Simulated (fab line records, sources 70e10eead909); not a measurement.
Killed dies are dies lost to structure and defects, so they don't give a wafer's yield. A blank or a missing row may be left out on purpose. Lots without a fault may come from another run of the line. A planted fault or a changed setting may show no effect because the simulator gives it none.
Chamber matching | flow nand_harc | NHARC_A_CHANNEL_FILL_D1_ALD_14 on ald_hk-03: 4 sister chambers
The step deposits SiO2, target thk 2.5 nm, pulse time 10 s, ald cycles 25. 4 wafers are shown with their chamber, then 7 later ones without.

WAFERS WITH THEIR CHAMBER
wafer  | chamber | heater_power_w (W)
L967.1 | 1       | 417
L967.4 | 3       | 509
L968.1 | 2       | 523
L968.2 | 0       | 451

WAFERS WITHOUT THEIR CHAMBER
wafer  | heater_power_w (W)
L968.6 | 520
L973.1 | 507
L973.4 | 518
L973.6 | 453
L977.1 | 422
L977.2 | 501
L977.3 | 513

WHICH CHAMBER EACH WENT THROUGH
wafer  | from the rows above     | in truth
L968.6 | can't be placed: 2 or 3 | 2
L973.1 | 3                       | 3
L973.4 | can't be placed: 2 or 3 | 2
L973.6 | 0                       | 0
L977.1 | 1                       | 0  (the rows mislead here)
L977.2 | 3                       | 3
L977.3 | can't be placed: 3 or 2 | 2
Placed correctly: 3 of 7. Can't be placed from these rows: 3 (the true chamber is among the candidates in 3). Placed wrongly: 1.
How it was worked out, from the rows above alone: a wafer's distance from a chamber is the root of the sum, over the readings, of the square of ((its reading less the chamber's mean) divided by the reading's scatter). The wafer belongs to the nearest chamber; if the next one is less than 2 further off, it can't be placed. A chamber's mean is the mean of its shown wafers. The scatter: with one shown wafer a chamber, the root of the mean of the squares of how far each hidden wafer lies from its nearest shown one.
